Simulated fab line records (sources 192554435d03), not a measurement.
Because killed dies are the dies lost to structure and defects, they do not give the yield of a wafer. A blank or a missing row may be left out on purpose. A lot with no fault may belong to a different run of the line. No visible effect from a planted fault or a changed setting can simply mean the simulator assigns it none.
Code-filled problem report in 8D (eight disciplines) form    flow n5-finfet    the parts of the form that need people (team, actions taken, sign-off) are left out

== 1. THE ISSUE ==
N5_PASSIVATION_PROBE_49, killed_at_M0_to_M3: mean 1125 over 1 wafer from 1 lot; wafers with no fault: 35, standard deviation 10. So: +99 or more standard deviations from the usual mean.
First observed at day 15 23:02: wafer L679.6, on prober-02. The record holds 3 wafers of 1 lot with a number at this step. The rule behind "out" and "out of limits": a value lying over 4 standard deviations away from the usual mean. Any other wafer with a number is counted as sound.

== 2. WHAT IT IS AND WHAT IT IS NOT ==
question                     is                                                                                                 is not
which readings at this step  killed_at_M0_to_M3, defect-limited-yield, killed-dies, killed-on-rim, sort-n-pass, sort-yield-pct  killed_at_M4_up, killed-at-contacts, killed-at-front-end, killed-at-other, killed-open, killed-short, sort_bin_5_function, sort_bin_6_memory
which lots                   L679                                                                                               -
which wafers of those lots   L679.6                                                                                             L679.1, L679.4
read on which tools          prober-02                                                                                          -
when                         from day 15 23:02                                                                                  up to then (2 sound wafers)

== 3. WHAT RULES OUT EACH SUSPECT ==
Counting: a tool at a process step up to the reading stays a suspect if it ran every lot that is out. Sound lots after the first of them don't rule it out here, since some wafers of a struck lot are sound.
- pecvd-04 at N5_BEOL_M0_SAQP_PECVD_97 (deposits SiNx from SiH4/NH3/N2, target thk 23 nm, time 19.9 s): kept. It ran the lot that is out, L679 (day 9 05:59).
- ald-hk-01 at N5_MIM_TOP_ALD_01 (deposits HfO2, target thk 5.6 nm, pulse time 1 s, purge time 3 s): kept. It ran the lot that is out, L679 (day 15 19:01). N5_MIM_TOP_ALD_01 gives no start for some lots, so the hours and the order of its lots are those of N5_PASSIVATION_OVL_MEAS_66.
- rie-diel-01 at N5_PASSIVATION_STRIP_48 (strips in O2): kept. It ran the lot that is out, L679 (day 15 19:56).
- prober-02 at N5_PASSIVATION_PROBE_49: kept. It ran the lot that is out, L679 (day 15 22:47). Out on those wafers are its own readings of defect-limited-yield, killed_at_M0_to_M3, killed-dies, killed-on-rim, sort-n-pass, sort-yield-pct.
Left after counting: pecvd-04 at N5_BEOL_M0_SAQP_PECVD_97, ald-hk-01 at N5_MIM_TOP_ALD_01, rie-diel-01 at N5_PASSIVATION_STRIP_48, prober-02 at N5_PASSIVATION_PROBE_49.

== 4. THE CAUSE (what the simulator had put in) ==
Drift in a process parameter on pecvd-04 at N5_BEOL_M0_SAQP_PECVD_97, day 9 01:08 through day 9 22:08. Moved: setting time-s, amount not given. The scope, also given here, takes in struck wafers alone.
Counting left 4 suspects, and this tool is among them.

== 5. SEQUENCE OF EFFECTS, ordered by route ==
Each row: a reading where the mean over the struck wafers with a number is more than 3 standard deviations away from the usual. Only readings whose record carries a usual standard deviation are examined. hours: median over the lots of the time between each lot's start at the first step of this table that gives one and its start at this step. sigmas: the change, counted in usual standard deviations.
hours  step                     reading               usual   on struck wafers  change  sigmas
0      N5_PASSIVATION_PROBE_49  defect-limited-yield  91.3 %  0.0               -91.3   -61
0      N5_PASSIVATION_PROBE_49  killed_at_M0_to_M3    35      1125              +1090   +99 or more
0      N5_PASSIVATION_PROBE_49  killed-dies           102     1180              +1078   +60
0      N5_PASSIVATION_PROBE_49  killed-on-rim         13      152               +139    +35
0      N5_PASSIVATION_PROBE_49  sort-n-pass           1078    0                 -1078   -60
0      N5_PASSIVATION_PROBE_49  sort-yield-pct        91.3 %  0.0               -91.3   -61
The process steps in it:
- N5_PASSIVATION_PROBE_49

== 6. WHAT WOULD HAVE CAUGHT IT SOONER ==
In this record the first reading out of limits was taken at day 15 23:02, 166 hours after the fault began at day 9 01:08.
No tool reading at N5_BEOL_M0_SAQP_PECVD_97 that has a usual standard deviation in the record was out on any struck wafer, so an alarm limit of 4 standard deviations on those readings would not have fired.
By day 15 23:02, every lot that is out (1) had started N5_BEOL_M0_SAQP_PECVD_97 on pecvd-04. Had the tool been put on hold then, not one of them would have been saved.
